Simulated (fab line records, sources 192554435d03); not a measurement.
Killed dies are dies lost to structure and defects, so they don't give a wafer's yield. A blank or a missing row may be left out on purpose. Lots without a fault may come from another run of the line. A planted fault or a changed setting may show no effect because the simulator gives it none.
Chamber matching | flow n5_finfet | N5_BEOL_M4_STRIP_36 on rie_diel-04: 4 sister chambers
The step strips in N2/H2. 8 wafers are shown with their chamber, then 9 later ones without.

WAFERS WITH THEIR CHAMBER
wafer  | chamber | throttle_valve_pct (%) | showerhead_plenum_p_Torr (Torr)
L077.6 | 0       | 23.87                  | 2.42
L085.6 | 1       | 23.69                  | 2.60
L086.1 | 2       | 23.35                  | 2.46
L086.2 | 1       | 23.71                  | 2.59
L086.4 | 3       | 23.55                  | 2.41
L092.2 | 0       | 23.91                  | 2.40
L092.5 | 3       | 23.57                  | 2.40
L092.6 | 2       | 23.33                  | 2.45

WAFERS WITHOUT THEIR CHAMBER
wafer  | throttle_valve_pct (%) | showerhead_plenum_p_Torr (Torr)
L095.2 | 23.73                  | 2.59
L095.4 | 23.59                  | 2.40
L095.5 | 23.61                  | 2.40
L096.1 | 23.35                  | 2.45
L096.2 | 23.55                  | 2.40
L096.4 | 23.56                  | 2.40
L097.4 | 23.92                  | 2.40
L097.5 | 23.55                  | 2.59
L097.6 | 23.33                  | 2.45

WHICH CHAMBER EACH WENT THROUGH
wafer  | from the rows above | in truth
L095.2 | 1                   | 1
L095.4 | 3                   | 3
L095.5 | 3                   | 3
L096.1 | 2                   | 2
L096.2 | 3                   | 3
L096.4 | 3                   | 3
L097.4 | 0                   | 0
L097.5 | 1                   | 1
L097.6 | 2                   | 2
Placed correctly: 9 of 9. Can't be placed from these rows: 0. Placed wrongly: 0.
How it was worked out, from the rows above alone: a wafer's distance from a chamber is the root of the sum, over the readings, of the square of ((its reading less the chamber's mean) divided by the reading's scatter). The wafer belongs to the nearest chamber; if the next one is less than 2 further off, it can't be placed. A chamber's mean is the mean of its shown wafers. The scatter: the root of (the sum of the squares of (reading less its chamber's mean) over the shown wafers, divided by (wafers less chambers)).
